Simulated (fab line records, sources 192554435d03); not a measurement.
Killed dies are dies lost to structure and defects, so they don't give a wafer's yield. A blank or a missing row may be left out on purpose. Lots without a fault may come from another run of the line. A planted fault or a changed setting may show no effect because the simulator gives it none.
Which tool did it? | flow n5_finfet | 20 lots, 60 wafers sampled, at 6 steps of a route of 1938

WHAT THE GAUGES READ, wafer by wafer
N5_BEOL_M6_THK_MEAS_53: measures by xrf.
lot  | measured     | on            | M6_THK (nm)
L074 | day 9 22:47  | film_metro-02 | 84.9 82.2 84.1
L075 | day 11 05:39 | film_metro-02 | 80.7 80.0 76.7
L078 | day 11 06:37 | film_metro-01 | 78.6 82.4 80.8
L077 | day 11 13:22 | film_metro-01 | 77.3 74.3 81.1
L079 | day 11 19:28 | film_metro-02 | 78.2 76.5 81.9
L082 | day 12 08:28 | film_metro-02 | 77.4 80.5 78.0
L081 | day 12 16:46 | film_metro-02 | 76.5 76.1 80.3
L080 | day 12 18:45 | film_metro-02 | 77.8 77.1 77.6
L084 | day 13 01:45 | film_metro-02 | 77.2 78.4 78.3
L085 | day 13 09:56 | film_metro-02 | 80.1 82.0 78.6
L088 | day 13 15:43 | film_metro-01 | 83.4 80.9 76.2
L087 | day 14 03:07 | film_metro-01 | 86.9 83.5 80.7
L089 | day 14 08:24 | film_metro-01 | 80.6 85.3 85.3
L086 | day 14 10:58 | film_metro-02 | 82.1 76.1 77.7
L091 | day 14 12:23 | film_metro-01 | 84.1 80.0 82.0
L093 | day 15 02:19 | film_metro-02 | 76.8 74.9 76.6
L090 | day 15 08:11 | film_metro-02 | 76.5 81.1 81.0
L092 | day 15 07:44 | film_metro-02 | 80.0 79.1 79.2
L094 | day 15 20:09 | film_metro-02 | 75.7 74.7 79.1
L097 | day 16 10:31 | film_metro-02 | 77.8 82.0 80.8

WHICH TOOL RAN EACH LOT (tool, then ch and the chambers of the sampled wafers, then the start)
lot  | N5_BEOL_M6_ETCH_65                 | N5_BEOL_M6_ETCH_66                 | N5_BEOL_M6_TRENCH_ETCH_37                     | N5_BEOL_M6_DEGAS_44          | N5_BEOL_M6_SPUTTER_48
L074 | rie_diel-04 ch 2,3, day 9 20:22    | rie_diel-04 ch 2,3, day 9 20:23    | rie_diel-04 ch 2,3, day 9 21:20 or earlier    | pvd_sputter-03, day 9 21:20  | pvd_sputter-01, day 9 21:58
L075 | rie_diel-04 ch 0,1,3, day 11 01:39 | rie_diel-04 ch 0,1,3, day 11 01:41 | rie_diel-04 ch 0,1,3, day 11 02:34 or earlier | pvd_sputter-01, day 11 02:34 | pvd_sputter-01, day 11 04:51
L078 | rie_diel-05 ch 1,2, day 11 01:49   | rie_diel-05 ch 1,2, day 11 01:51   | rie_diel-05 ch 1,2, day 11 04:56 or earlier   | pvd_sputter-01, day 11 04:56 | pvd_sputter-03, day 11 05:48
L077 | rie_diel-05 ch 1,2, day 11 10:13   | rie_diel-05 ch 1,2, day 11 10:14   | rie_diel-05 ch 1,2, day 11 11:14 or earlier   | pvd_sputter-01, day 11 11:14 | pvd_sputter-01, day 11 12:16
L079 | rie_diel-05 ch 1,2, day 11 16:17   | rie_diel-05 ch 1,2, day 11 16:19   | rie_diel-05 ch 1,2, day 11 17:34 or earlier   | pvd_sputter-02, day 11 17:34 | pvd_sputter-01, day 11 18:40
L082 | rie_diel-04 ch 1,3, day 12 05:16   | rie_diel-04 ch 1,3, day 12 05:17   | rie_diel-04 ch 1,3, day 12 06:28 or earlier   | pvd_sputter-03, day 12 06:28 | pvd_sputter-02, day 12 07:29
L081 | rie_diel-01 ch 0,2,3, day 12 12:52 | rie_diel-01 ch 0,2,3, day 12 12:53 | rie_diel-01 ch 0,2,3, day 12 15:12 or earlier | pvd_sputter-03, day 12 15:12 | pvd_sputter-01, day 12 15:53
L080 | rie_diel-01 ch 1,3, day 12 15:19   | rie_diel-01 ch 1,3, day 12 15:20   | rie_diel-01 ch 1,3, day 12 16:18 or earlier   | pvd_sputter-01, day 12 16:18 | pvd_sputter-02, day 12 17:57
L084 | rie_diel-01 ch 1,2, day 12 22:47   | rie_diel-01 ch 1,2, day 12 22:49   | rie_diel-01 ch 1,2, day 13 00:07 or earlier   | pvd_sputter-01, day 13 00:07 | pvd_sputter-02, day 13 00:43
L085 | rie_diel-04 ch 0,1,3, day 13 07:10 | rie_diel-04 ch 0,1,3, day 13 07:11 | rie_diel-04 ch 0,1,3, day 13 08:08 or earlier | pvd_sputter-03, day 13 08:08 | pvd_sputter-01, day 13 08:49
L088 | rie_diel-04 ch 0,2, day 13 13:00   | rie_diel-04 ch 0,2, day 13 13:02   | rie_diel-04 ch 0,2, day 13 14:02 or earlier   | pvd_sputter-03, day 13 14:02 | pvd_sputter-02, day 13 14:44
L087 | rie_diel-05 ch 2,3, day 14 00:11   | rie_diel-05 ch 2,3, day 14 00:13   | rie_diel-05 ch 2,3, day 14 01:13 or earlier   | pvd_sputter-03, day 14 01:13 | pvd_sputter-02, day 14 01:58
L089 | rie_diel-05 ch 0,2,3, day 14 04:49 | rie_diel-05 ch 0,2,3, day 14 04:51 | rie_diel-05 ch 0,2,3, day 14 05:59 or earlier | pvd_sputter-01, day 14 05:59 | pvd_sputter-02, day 14 07:07
L086 | rie_diel-05 ch 0,3, day 14 06:34   | rie_diel-05 ch 0,3, day 14 06:35   | rie_diel-05 ch 0,3, day 14 09:27 or earlier   | pvd_sputter-03, day 14 09:27 | pvd_sputter-03, day 14 10:10
L091 | rie_diel-04 ch 2,3, day 14 09:14   | rie_diel-04 ch 2,3, day 14 09:16   | rie_diel-04 ch 2,3, day 14 10:22 or earlier   | pvd_sputter-03, day 14 10:22 | pvd_sputter-02, day 14 11:07
L093 | rie_diel-01 ch 1,3, day 14 22:48   | rie_diel-01 ch 1,3, day 14 22:50   | rie_diel-01 ch 1,3, day 15 00:14 or earlier   | pvd_sputter-03, day 15 00:14 | pvd_sputter-01, day 15 01:30
L090 | rie_diel-04 ch 1,3, day 15 04:54   | rie_diel-04 ch 1,3, day 15 04:56   | rie_diel-04 ch 1,3, day 15 06:07 or earlier   | pvd_sputter-01, day 15 06:07 | pvd_sputter-01, day 15 07:04
L092 | rie_diel-05 ch 0,1, day 15 05:01   | rie_diel-05 ch 0,1, day 15 05:03   | rie_diel-05 ch 0,1, day 15 06:02 or earlier   | pvd_sputter-03, day 15 06:02 | pvd_sputter-01, day 15 06:56
L094 | rie_diel-01 ch 0,1,3, day 15 15:19 | rie_diel-01 ch 0,1,3, day 15 15:21 | rie_diel-01 ch 0,1,3, day 15 18:17 or earlier | pvd_sputter-02, day 15 18:17 | pvd_sputter-03, day 15 19:03
L097 | rie_diel-04 ch 0,1, day 16 08:09   | rie_diel-04 ch 0,1, day 16 08:11   | rie_diel-04 ch 0,1, day 16 09:04 or earlier   | pvd_sputter-02, day 16 09:04 | pvd_sputter-03, day 16 09:40
- N5_BEOL_M6_ETCH_65: etches SiARC in CF4, target depth 15.6 nm, time 26 s.
- N5_BEOL_M6_ETCH_66: etches SOC in N2/H2, target depth 80 nm, overetch 16 nm, time 120 s.
- N5_BEOL_M6_TRENCH_ETCH_37: etches SiCOH lowk in C4F6/O2, target depth 94.435 nm, time 31.5 s.
- N5_BEOL_M6_DEGAS_44: time 60 s.
- N5_BEOL_M6_SPUTTER_48: material Cu, target thk 10 nm, time 1.667 s.

WHAT THE TOOLS THEMSELVES READ (means of the sampled wafers that have a number; where no wafer has one, the mark that the record gives instead)
N5_BEOL_M6_ETCH_65.
lot  | tool        | bias_w (W) | drypump_motor_current_A (A) | etch_rf_on_time_s (s) | mfc_ar_sccm (sccm) | oes_product_au (a.u.) | rf_fwd_power_W (W) | rf_vpp_V (V) | showerhead_plenum_p_Torr (Torr) | throttle_valve_pct (%)
L074 | rie_diel-04 | 35.98      | 5.6                         | 24.8                  | 100.2              | 0.73                  | 531.6              | 184.4        | 2.15                            | 15.76
L075 | rie_diel-04 | 36.07      | 5.8                         | 25.7                  | 99.8               | 0.65                  | 531.4              | 183.3        | 2.08                            | 15.61
L078 | rie_diel-05 | 35.91      | 5.9                         | 25.4                  | 100.0              | 0.64                  | 533.1              | 183.7        | 2.15                            | 15.81
L077 | rie_diel-05 | 35.82      | 5.6                         | 26.1                  | 100.1              | 0.61                  | 531.5              | 184.0        | 2.17                            | 15.80
L079 | rie_diel-05 | 35.91      | 5.6                         | 26.3                  | 99.8               | 0.60                  | 531.5              | 183.7        | 2.17                            | 15.81
L082 | rie_diel-04 | 36.05      | 5.9                         | 25.7                  | 100.0              | 0.63                  | 531.2              | 182.9        | 2.05                            | 15.89
L081 | rie_diel-01 | 36.05      | 5.5                         | 26.0                  | 100.2              | 0.68                  | 531.5              | 183.5        | 2.11                            | 15.63
L080 | rie_diel-01 | 36.09      | 5.3                         | 26.4                  | 100.2              | 0.64                  | 531.5              | 184.0        | 2.11                            | 15.69
L084 | rie_diel-01 | 35.96      | 5.3                         | 26.0                  | 100.4              | 0.61                  | 532.2              | 184.0        | 2.14                            | 15.68
L085 | rie_diel-04 | 35.99      | 5.8                         | 25.7                  | 100.2              | 0.63                  | 532.0              | 183.7        | 2.07                            | 15.64
L088 | rie_diel-04 | 36.07      | 5.7                         | 26.2                  | 100.0              | 0.66                  | 532.2              | 183.4        | 2.14                            | 15.46
L087 | rie_diel-05 | 35.89      | 5.4                         | 25.2                  | 99.9               | 0.80                  | 532.3              | 185.9        | 2.22                            | 15.30
L089 | rie_diel-05 | 36.06      | 5.3                         | 25.7                  | 99.9               | 0.72                  | 529.8              | 184.3        | 2.17                            | 15.35
L086 | rie_diel-05 | 35.96      | 5.2                         | 25.9                  | 100.3              | 0.67                  | 532.6              | 183.4        | 2.11                            | 15.42
L091 | rie_diel-04 | 36.05      | 5.5                         | 24.5                  | 99.6               | 0.67                  | 533.2              | 183.8        | 2.09                            | 15.76
L093 | rie_diel-01 | 35.98      | 5.3                         | 26.7                  | 100.1              | 0.62                  | 530.9              | 183.2        | 2.10                            | 15.74
L090 | rie_diel-04 | 36.03      | 5.7                         | 25.4                  | 100.1              | 0.62                  | 531.6              | 182.0        | 2.04                            | 15.82
L092 | rie_diel-05 | 35.94      | 5.5                         | 26.5                  | 99.7               | 0.60                  | 532.5              | 183.5        | 2.05                            | 15.67
L094 | rie_diel-01 | 36.08      | 5.7                         | 26.0                  | 100.1              | 0.67                  | 532.8              | 184.5        | 2.15                            | 15.61
L097 | rie_diel-04 | 35.99      | 6.0                         | 26.0                  | 100.1              | 0.59                  | 530.8              | 182.5        | 2.06                            | 15.81

N5_BEOL_M6_ETCH_66.
lot  | tool        | bias_w (W) | drypump_motor_current_A (A) | oes_product_au (a.u.) | rf_fwd_power_W (W) | rf_vpp_V (V) | showerhead_plenum_p_Torr (Torr) | throttle_valve_pct (%)
L074 | rie_diel-04 | 150.0      | 5.6                         | 0.64                  | 834.3              | 524.3        | 2.53                            | 17.82
L075 | rie_diel-04 | 150.2      | 5.9                         | 0.57                  | 834.5              | 521.7        | 2.47                            | 17.81
L078 | rie_diel-05 | 150.0      | 5.9                         | 0.57                  | 833.5              | 524.4        | 2.53                            | 17.87
L077 | rie_diel-05 | 150.2      | 5.6                         | 0.55                  | 834.4              | 525.1        | 2.55                            | 17.76
L079 | rie_diel-05 | 149.7      | 5.6                         | 0.55                  | 833.3              | 525.0        | 2.55                            | 17.76
L082 | rie_diel-04 | 149.9      | 6.0                         | 0.56                  | 837.5              | 520.8        | 2.42                            | 17.98
L081 | rie_diel-01 | 150.0      | 5.5                         | 0.61                  | 833.9              | 523.2        | 2.50                            | 17.85
L080 | rie_diel-01 | 150.2      | 5.3                         | 0.58                  | 836.0              | 523.1        | 2.49                            | 17.78
L084 | rie_diel-01 | 150.1      | 5.3                         | 0.55                  | 832.6              | 524.3        | 2.58                            | 18.16
L085 | rie_diel-04 | 150.0      | 5.8                         | 0.55                  | 834.4              | 521.4        | 2.46                            | 17.85
L088 | rie_diel-04 | 150.2      | 5.7                         | 0.59                  | 836.5              | 522.9        | 2.55                            | 17.72
L087 | rie_diel-05 | 150.2      | 5.4                         | 0.70                  | 835.1              | 526.6        | 2.60                            | 17.21
L089 | rie_diel-05 | 150.5      | 5.3                         | 0.64                  | 832.2              | 524.9        | 2.55                            | 17.41
L086 | rie_diel-05 | 150.1      | 5.2                         | 0.59                  | 838.8              | 523.2        | 2.50                            | 17.62
L091 | rie_diel-04 | 150.0      | 5.5                         | 0.58                  | 834.1              | 522.3        | 2.46                            | 17.84
L093 | rie_diel-01 | 150.1      | 5.3                         | 0.56                  | 834.8              | 522.7        | 2.48                            | 17.82
L090 | rie_diel-04 | 150.0      | 5.7                         | 0.55                  | 832.7              | 520.1        | 2.41                            | 17.92
L092 | rie_diel-05 | 149.4      | 5.5                         | 0.54                  | 835.6              | 521.8        | 2.43                            | 17.95
L094 | rie_diel-01 | 149.7      | 5.7                         | 0.60                  | 836.1              | 524.8        | 2.54                            | 17.73
L097 | rie_diel-04 | 149.7      | 6.0                         | 0.54                  | 835.9              | 521.0        | 2.45                            | 18.01

N5_BEOL_M6_TRENCH_ETCH_37.
lot  | tool        | bias_w (W) | drypump_motor_current_A (A) | mfc_ar_sccm (sccm) | oes_product_au (a.u.) | rf_fwd_power_W (W) | rf_vpp_V (V) | showerhead_plenum_p_Torr (Torr) | throttle_valve_pct (%)
L074 | rie_diel-04 | 185.0      | 5.6                         | 301.2              | 0.86                  | 339.2              | 658          | 2.86                            | 21.15
L075 | rie_diel-04 | 185.1      | 5.8                         | 299.7              | 0.75                  | 339.8              | 666          | 2.76                            | 20.87
L078 | rie_diel-05 | 185.3      | 5.9                         | 299.8              | 0.74                  | 338.1              | 669          | 2.87                            | 21.22
L077 | rie_diel-05 | 184.9      | 5.6                         | 300.5              | 0.70                  | 339.7              | 670          | 2.91                            | 21.21
L079 | rie_diel-05 | 184.8      | 5.6                         | 300.1              | 0.71                  | 339.7              | 670          | 2.91                            | 21.20
L082 | rie_diel-04 | 184.7      | 6.0                         | 300.2              | 0.73                  | 340.8              | 650          | 2.73                            | 21.15
L081 | rie_diel-01 | 184.3      | 5.5                         | 300.5              | 0.79                  | 339.5              | 660          | 2.82                            | 21.00
L080 | rie_diel-01 | 184.7      | 5.3                         | 300.5              | 0.75                  | 340.5              | 683          | 2.80                            | 20.97
L084 | rie_diel-01 | 184.7      | 5.4                         | 299.8              | 0.71                  | 341.2              | 671          | 2.88                            | 21.09
L085 | rie_diel-04 | 185.6      | 5.8                         | 300.7              | 0.73                  | 340.3              | 665          | 2.75                            | 20.90
L088 | rie_diel-04 | 184.7      | 5.7                         | 300.5              | 0.78                  | 339.2              | 689          | 2.86                            | 20.78
L087 | rie_diel-05 | 184.9      | 5.4                         | 300.2              | 0.94                  | 339.3              | 671          | 2.98                            | 20.81
L089 | rie_diel-05 | 185.1      | 5.3                         | 300.7              | 0.86                  | 339.9              | 667          | 2.89                            | 20.79
L086 | rie_diel-05 | 184.8      | 5.3                         | 300.1              | 0.78                  | 340.9              | 665          | 2.81                            | 20.76
L091 | rie_diel-04 | 185.3      | 5.5                         | 300.8              | 0.77                  | 340.0              | 649          | 2.78                            | 21.07
L093 | rie_diel-01 | 185.0      | 5.3                         | 299.9              | 0.73                  | 339.0              | 684          | 2.80                            | 21.02
L090 | rie_diel-04 | 184.6      | 5.7                         | 301.2              | 0.72                  | 341.5              | 645          | 2.71                            | 21.07
L092 | rie_diel-05 | 184.4      | 5.5                         | 300.5              | 0.71                  | 339.3              | 665          | 2.73                            | 20.98
L094 | rie_diel-01 | 185.0      | 5.7                         | 300.0              | 0.78                  | 340.1              | 677          | 2.86                            | 20.95
L097 | rie_diel-04 | 184.6      | 6.0                         | 300.6              | 0.70                  | 339.8              | 669          | 2.75                            | 21.06

N5_BEOL_M6_DEGAS_44.
lot  | tool           | heater_power_w (W) | susceptor_temp_C (C)
L074 | pvd_sputter-03 | 349                | 249.85
L075 | pvd_sputter-01 | 338                | 250.07
L078 | pvd_sputter-01 | 335                | 249.89
L077 | pvd_sputter-01 | 351                | 249.91
L079 | pvd_sputter-02 | 313                | 250.10
L082 | pvd_sputter-03 | 334                | 250.06
L081 | pvd_sputter-03 | 320                | 250.18
L080 | pvd_sputter-01 | 352                | 249.94
L084 | pvd_sputter-01 | 355                | 250.18
L085 | pvd_sputter-03 | 332                | 249.80
L088 | pvd_sputter-03 | 331                | 249.98
L087 | pvd_sputter-03 | 329                | 250.16
L089 | pvd_sputter-01 | 331                | 249.99
L086 | pvd_sputter-03 | 323                | 249.95
L091 | pvd_sputter-03 | 349                | 250.03
L093 | pvd_sputter-03 | 322                | 249.87
L090 | pvd_sputter-01 | 337                | 250.15
L092 | pvd_sputter-03 | 332                | 250.12
L094 | pvd_sputter-02 | 296                | 249.92
L097 | pvd_sputter-02 | 312                | 249.98

N5_BEOL_M6_SPUTTER_48.
lot  | tool           | susceptor_temp_C (C) | throttle_valve_pct (%)
L074 | pvd_sputter-01 | -20.12               | 30.8
L075 | pvd_sputter-01 | -19.99               | 29.6
L078 | pvd_sputter-03 | -20.02               | 28.9
L077 | pvd_sputter-01 | -20.03               | 29.3
L079 | pvd_sputter-01 | -20.02               | 30.1
L082 | pvd_sputter-02 | -19.98               | 29.6
L081 | pvd_sputter-01 | -20.05               | 30.0
L080 | pvd_sputter-02 | -20.00               | 29.8
L084 | pvd_sputter-02 | -19.95               | 29.7
L085 | pvd_sputter-01 | -20.01               | 29.5
L088 | pvd_sputter-02 | -19.99               | 29.9
L087 | pvd_sputter-02 | -20.04               | 29.4
L089 | pvd_sputter-02 | -20.08               | 29.7
L086 | pvd_sputter-03 | -20.04               | 29.6
L091 | pvd_sputter-02 | -20.00               | 30.0
L093 | pvd_sputter-01 | -20.01               | 29.8
L090 | pvd_sputter-01 | -20.03               | 29.2
L092 | pvd_sputter-01 | -19.97               | 30.1
L094 | pvd_sputter-03 | -19.90               | 29.2
L097 | pvd_sputter-03 | -20.09               | 30.4

THE ANSWER, worked out from the rows above alone
Rule: what is usual is taken from the lots themselves. Put in order of their means at a reading, lots are off if they are a third of the lots or fewer, leave a main group of 4 or more, and stand apart from it by a gap of 3 or more times the standard deviation of the main group's means; of several such gaps the widest counts. A main group whose means are all the same, to the digits that the tables above print for the reading, isn't used. A lot without any number at a reading at which 4 lots or more have one is off too. The other lots that the step has rows for count as sound. The gauges are gone through in route order, then the tools' own readings, and for those a lot's mean is taken as printed above. The first step at which some lot is off is used, and at that step the reading that is off furthest; a lot without a number counts as furthest.
No lot is off at any reading shown: from this, nothing can be told.

WHAT THE SIMULATOR HAD PUT IN
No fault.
